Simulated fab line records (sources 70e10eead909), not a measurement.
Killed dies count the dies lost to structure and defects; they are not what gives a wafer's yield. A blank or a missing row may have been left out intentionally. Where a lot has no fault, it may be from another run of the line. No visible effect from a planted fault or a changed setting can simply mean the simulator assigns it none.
Comparing a struck lot with a sound one    flow nand harc    38 out of 1159 route steps
Sound: wafers L331.1, L331.3, L331.5. Wafers struck: L327.2, L327.4, L327.6. The cause comes at the end.
Order at every step that has rows: each side's tool, ch and its chambers, its first start. Under that, the readings that differ: sound wafers    struck wafers    difference of the means    sigmas: that difference in standard deviations of wafers without a fault.
alike: words and numbers the same on both sides, and readings whose means are apart by under 2 such deviations; not compared: readings that were withheld, readings missing a value for some wafer, numbers with overlapping values and no deviation given by the record, and bounds like >300 which may hide the same value.
A row with sigmas, a row that says differs or no value, or rows on one side alone: a step with any of these is where the two part. Numbers that don't overlap but have no deviation are shown without sigmas and don't part them. A reading missing from all wafers of one side parts the sides only when that side holds two or more wafers.

first, 9 steps without rows for these wafers: NHARC_A_CHANNEL_HOLE_D1_DEP_00 (deposits aC, target thk 3100 nm); NHARC_A_CHANNEL_HOLE_D1_DEP_01 (deposits SiON, target thk 140 nm); NHARC_A_CHANNEL_HOLE_D1_DEHYDRATE_02 (time 120 s); NHARC_A_CHANNEL_HOLE_D1_HMDS_03 (time 30 s); NHARC_A_CHANNEL_HOLE_D1_COAT_36 (time 75 s); NHARC_A_CHANNEL_HOLE_D1_COAT_37 (time 65 s); NHARC_A_CHANNEL_HOLE_D1_COAT_04 (resist thk 90 nm); NHARC_A_CHANNEL_HOLE_D1_SOFTBAKE_05 (time 55 s); NHARC_A_CHANNEL_HOLE_D1_EBR_06.
NHARC_A_CHANNEL_HOLE_D1_EXPOSE_07: exposes mask HOLE D1, target cd 100 nm.
  sound on arfi scanner-02 ch 0, day 13 12:52; struck on arfi scanner-01 ch 0, day 12 17:49
reading               sound              struck             difference  sigmas
exposure dose mJ cm2  59.55 59.59 59.52  41.71 41.77 41.74  -17.81      -99 or more
  alike: mask
then, 2 steps without rows for these wafers: NHARC_A_CHANNEL_HOLE_D1_PEB_08 (peb time 65 s); NHARC_A_CHANNEL_HOLE_D1_DEVELOP_09 (develop time 35 s).
NHARC_A_CHANNEL_HOLE_D1_CD_MEAS_10: the cd target is 100 nm.
  sound on cd sem-03 ch 0, day 13 13:01; struck on cd sem-01 ch 0, day 12 17:58
reading     sound             struck          difference  sigmas
cd nm (nm)  99.7 100.0 100.0  83.4 83.1 83.4  -16.6       -39
NHARC_A_CHANNEL_HOLE_D1_DESCUM_15: chemistry O2, time 3 s.
  sound on rie diel-02 ch 0,2,3, day 13 13:13; struck on rie diel-01 ch 0,2,3, day 12 18:08
reading                             sound              struck             difference  sigmas
model.A_CHANNEL_HOLE_D1.cd nm (nm)  99.92 100.5 100.4  83.11 82.91 83.32  -17.16      
  alike: drypump motor current A, o2 flow sccm, oes product au, rf vpp V, showerhead plenum p Torr, throttle valve pct
  not compared: rf hours counter h
then, 4 steps without rows for these wafers: NHARC_A_CHANNEL_HOLE_D1_ETCH_38 (etches the open film in CF4, target depth 39 nm, time 65 s); NHARC_A_CHANNEL_HOLE_D1_ETCH_39 (etches the open film in N2/H2, target depth 260 nm, time 325 s); NHARC_A_CHANNEL_HOLE_D1_ETCH_34 (etches the open film in CF4/CHF3, target depth 154 nm, time 77 s); NHARC_A_CHANNEL_HOLE_D1_ETCH_16 (etches the open film in O2/COS, target depth 3100 nm, time 806 s).
NHARC_A_CHANNEL_HOLE_D1_CD_MEAS_18:
  struck on cd sem-01, day 12 19:16; sound on cd sem-01, day 13 14:19
reading     sound              struck          difference  sigmas
cd nm (nm)  100.1 100.2 100.9  81.7 82.5 83.3  -17.9       -12
then, 12 steps without rows for these wafers: NHARC_A_CHANNEL_HOLE_D1_ETCH_19 (etches the open film in C4F8/O2/Ar, time 34.5 s); NHARC_A_CHANNEL_HOLE_D1_ETCH_20 (etches the open film in C4F8/O2/Ar, time 361.9 s, target depth 1600 nm); NHARC_A_CHANNEL_HOLE_D1_ETCH_21 (etches the open film in C4F8/O2/Ar, time 514.3 s, target depth 1600 nm); NHARC_A_CHANNEL_HOLE_D1_ETCH_22 (etches the open film in C4F8/O2/Ar, time 666.7 s, target depth 1600 nm); NHARC_A_CHANNEL_HOLE_D1_ETCH_23 (etches the open film in C4F8/O2/Ar, time 819 s, target depth 1600 nm); NHARC_A_CHANNEL_HOLE_D1_ETCH_24 (etches the open film in C4F8/O2/Ar, time 906.2 s, target depth 1500 nm); NHARC_A_CHANNEL_HOLE_D1_ETCH_25 (etches the open film in C4F8/O2/Ar, time 1040.2 s, target depth 1500 nm); NHARC_A_CHANNEL_HOLE_D1_ETCH_26 (etches the open film in C4F8/O2/Ar, time 224.1 s, target depth 300 nm); NHARC_A_CHANNEL_HOLE_D1_ETCH_33 (etches the open film in C4F8/O2/Ar, time 90 s, target depth 400 nm); NHARC_A_CHANNEL_HOLE_D1_STRIP_41 (strips in N2/H2); NHARC_A_CHANNEL_HOLE_D1_STRIP_42 (strips in CF4/CHF3); NHARC_A_CHANNEL_HOLE_D1_STRIP_43 (strips in O2/COS).
NHARC_A_CHANNEL_HOLE_D1_ETCH_44: etches the open film in CF4/O2, target depth 140 nm, overetch 14 nm, time 77 s.
  sound on rie diel-01 ch 0,1,2, day 13 19:09; struck on rie diel-01 ch 2,3, day 13 00:03
reading                             sound              struck             difference  sigmas
model.A_CHANNEL_HOLE_D1.cd nm (nm)  89.11 90.98 91.49  72.56 72.56 72.39  -18.02      
  alike: drypump motor current A, o2 flow sccm, oes product au, rf vpp V, showerhead plenum p Torr, throttle valve pct
  not compared: rf hours counter h
then, 3 steps without rows for these wafers: NHARC_A_CHANNEL_HOLE_D1_STRIP_27 (strips in O2); NHARC_A_CHANNEL_HOLE_D1_PRECLEAN_28 (cleans in SC1); NHARC_A_CHANNEL_HOLE_D1_SRD_29.
NHARC_A_CHANNEL_HOLE_D1_CD_MEAS_30:
  struck on cd sem-02, day 13 00:52; sound on cd sem-01, day 13 19:57
reading     sound           struck          difference  sigmas
cd nm (nm)  89.1 91.5 91.7  72.8 72.6 72.5  -18.1       -20
NHARC_A_CHANNEL_HOLE_D1_XSEM_31:
  sound on xsem-01 ch 0, day 13 20:02; struck on xsem-01 ch 0, day 13 00:57
reading             sound           struck          difference  sigmas
bot cd nm (nm)      72.7 75.5 76.5  56.6 56.5 55.7  -18.6       -17
tilt deg (degrees)  0.04 0.04 0.03  0.11 0.11 0.12  +0.08       +2
  alike: bow nm
-- jump in the record: it breaks off in module A_CHANNEL_HOLE_D1 and resumes in module END (first step shown: number 1158 of the route), and 11 days separate the struck wafers' starts before and after --
NHARC_END_WLT_00:
  struck on prober-02, day 23 17:57; sound on prober-01, day 24 12:58
reading                            sound              struck       difference  sigmas
VT_DECK1_BOTTOM                    0.874 0.887 0.876  0.813 0.808  -0.069      -11
VT_DECK1_BOTTOM_INNER              0.874 0.874 0.880  0.816 0.808  -0.064      -11
VT_DECK1_MEDIAN_NEAR_BOTTOM        0.872 0.882 0.882  0.813 0.807  -0.069      -12
VT_DECK1_MEDIAN_NEAR_BOTTOM_INNER  0.877 0.883 0.882  0.810 0.807  -0.072      -11
VT_DECK1_MIDDLE                    0.893 0.891 0.891  0.828 0.836  -0.060      -10
VT_DECK1_MIDDLE_INNER              0.888 0.891 0.897  0.834 0.831  -0.059      -10
VT_DECK1_TOP                       0.897 0.903 0.902  0.847 0.855  -0.050      -8
VT_DECK1_TOP_INNER                 0.897 0.904 0.892  0.852 0.863  -0.040      -6

## WHERE THEY PART
First at NHARC_A_CHANNEL_HOLE_D1_EXPOSE_07; last, within this record, at NHARC_END_WLT_00.

WHY: whatever the simulator had introduced
Drift in process parameters on arfi scanner-01 at NHARC_A_CHANNEL_HOLE_D1_EXPOSE_07, starting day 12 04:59. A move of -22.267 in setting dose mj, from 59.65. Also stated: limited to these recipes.
